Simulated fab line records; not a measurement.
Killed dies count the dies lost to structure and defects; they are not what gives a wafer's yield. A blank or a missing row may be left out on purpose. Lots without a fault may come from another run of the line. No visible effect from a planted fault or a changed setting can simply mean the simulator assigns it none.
Chamber matching / flow n5-finfet / N5_BEOL_M8_ETCH_65 on rie-diel-02 has 4 sister chambers
The step etches SiARC in CF4, target depth 15.6 nm, time 26 s. 14 wafers are shown with their chamber, then 7 later ones without.

== EACH WAFER AND ITS CHAMBER ==
wafer=L074.4; chamber=1; showerhead-plenum-p-Torr (Torr)=2.07; drypump-motor-current-A (A)=5.7; oes-product-au (a.u.)=0.66
wafer=L074.5; chamber=1; showerhead-plenum-p-Torr (Torr)=2.07; drypump-motor-current-A (A)=5.7; oes-product-au (a.u.)=0.66
wafer=L074.6; chamber=0; showerhead-plenum-p-Torr (Torr)=2.14; drypump-motor-current-A (A)=5.3; oes-product-au (a.u.)=0.62
wafer=L082.2; chamber=1; showerhead-plenum-p-Torr (Torr)=2.06; drypump-motor-current-A (A)=5.6; oes-product-au (a.u.)=0.65
wafer=L082.3; chamber=0; showerhead-plenum-p-Torr (Torr)=2.13; drypump-motor-current-A (A)=5.3; oes-product-au (a.u.)=0.60
wafer=L082.5; chamber=1; showerhead-plenum-p-Torr (Torr)=2.06; drypump-motor-current-A (A)=5.7; oes-product-au (a.u.)=0.64
wafer=L084.1; chamber=1; showerhead-plenum-p-Torr (Torr)=2.06; drypump-motor-current-A (A)=5.7; oes-product-au (a.u.)=0.64
wafer=L084.3; chamber=0; showerhead-plenum-p-Torr (Torr)=2.13; drypump-motor-current-A (A)=5.3; oes-product-au (a.u.)=0.61
wafer=L084.6; chamber=0; showerhead-plenum-p-Torr (Torr)=2.13; drypump-motor-current-A (A)=5.3; oes-product-au (a.u.)=0.61
wafer=L086.3; chamber=1; showerhead-plenum-p-Torr (Torr)=2.05; drypump-motor-current-A (A)=5.7; oes-product-au (a.u.)=0.63
wafer=L086.4; chamber=0; showerhead-plenum-p-Torr (Torr)=2.13; drypump-motor-current-A (A)=5.3; oes-product-au (a.u.)=0.60
wafer=L086.5; chamber=0; showerhead-plenum-p-Torr (Torr)=2.13; drypump-motor-current-A (A)=5.3; oes-product-au (a.u.)=0.59
wafer=L088.1; chamber=2; showerhead-plenum-p-Torr (Torr)=2.27; drypump-motor-current-A (A)=5.9; oes-product-au (a.u.)=0.80
wafer=L088.2; chamber=3; showerhead-plenum-p-Torr (Torr)=2.20; drypump-motor-current-A (A)=5.6; oes-product-au (a.u.)=0.76

SIGNATURES, as means of the wafers listed above
reading=showerhead-plenum-p-Torr; chamber 0=2.1317; chamber 1=2.0617; chamber 2=2.2700; chamber 3=2.2000; scatter within a chamber=0.00606
reading=drypump-motor-current-A; chamber 0=5.300; chamber 1=5.683; chamber 2=5.900; chamber 3=5.600; scatter within a chamber=0.0289
reading=oes-product-au; chamber 0=0.6050; chamber 1=0.6467; chamber 2=0.8000; chamber 3=0.7600; scatter within a chamber=0.0113
Rule: distance of a wafer from a chamber = root of the sum over the readings of ((wafer's reading minus chamber's mean) / reading's scatter) squared. The wafer belongs to the nearest chamber; if the next one is less than 2 further off, it can't be placed. The scatter: take each reading less its chamber's mean, square it, sum over the shown wafers, divide by the number of wafers less the number of chambers, and take the root.

== WAFERS WITH NO CHAMBER GIVEN ==
wafer=L088.5; showerhead-plenum-p-Torr (Torr)=2.20; drypump-motor-current-A (A)=5.6; oes-product-au (a.u.)=0.78
wafer=L093.1; showerhead-plenum-p-Torr (Torr)=2.05; drypump-motor-current-A (A)=5.7; oes-product-au (a.u.)=0.63
wafer=L093.4; showerhead-plenum-p-Torr (Torr)=2.20; drypump-motor-current-A (A)=5.6; oes-product-au (a.u.)=0.77
wafer=L093.5; showerhead-plenum-p-Torr (Torr)=2.05; drypump-motor-current-A (A)=5.6; oes-product-au (a.u.)=0.63
wafer=L094.1; showerhead-plenum-p-Torr (Torr)=2.19; drypump-motor-current-A (A)=5.6; oes-product-au (a.u.)=0.76
wafer=L094.5; showerhead-plenum-p-Torr (Torr)=2.19; drypump-motor-current-A (A)=5.6; oes-product-au (a.u.)=0.76
wafer=L094.6; showerhead-plenum-p-Torr (Torr)=2.27; drypump-motor-current-A (A)=5.9; oes-product-au (a.u.)=0.78

== WHICH CHAMBER EACH WENT THROUGH ==
wafer=L088.5; from the rows above=3; in truth=3
wafer=L093.1; from the rows above=1; in truth=1
wafer=L093.4; from the rows above=3; in truth=3
wafer=L093.5; from the rows above=1; in truth=1
wafer=L094.1; from the rows above=3; in truth=3
wafer=L094.5; from the rows above=3; in truth=3
wafer=L094.6; from the rows above=2; in truth=2
Correct placement for 7 of the 7. Number that these rows cannot place: 0. 0 placed wrongly.
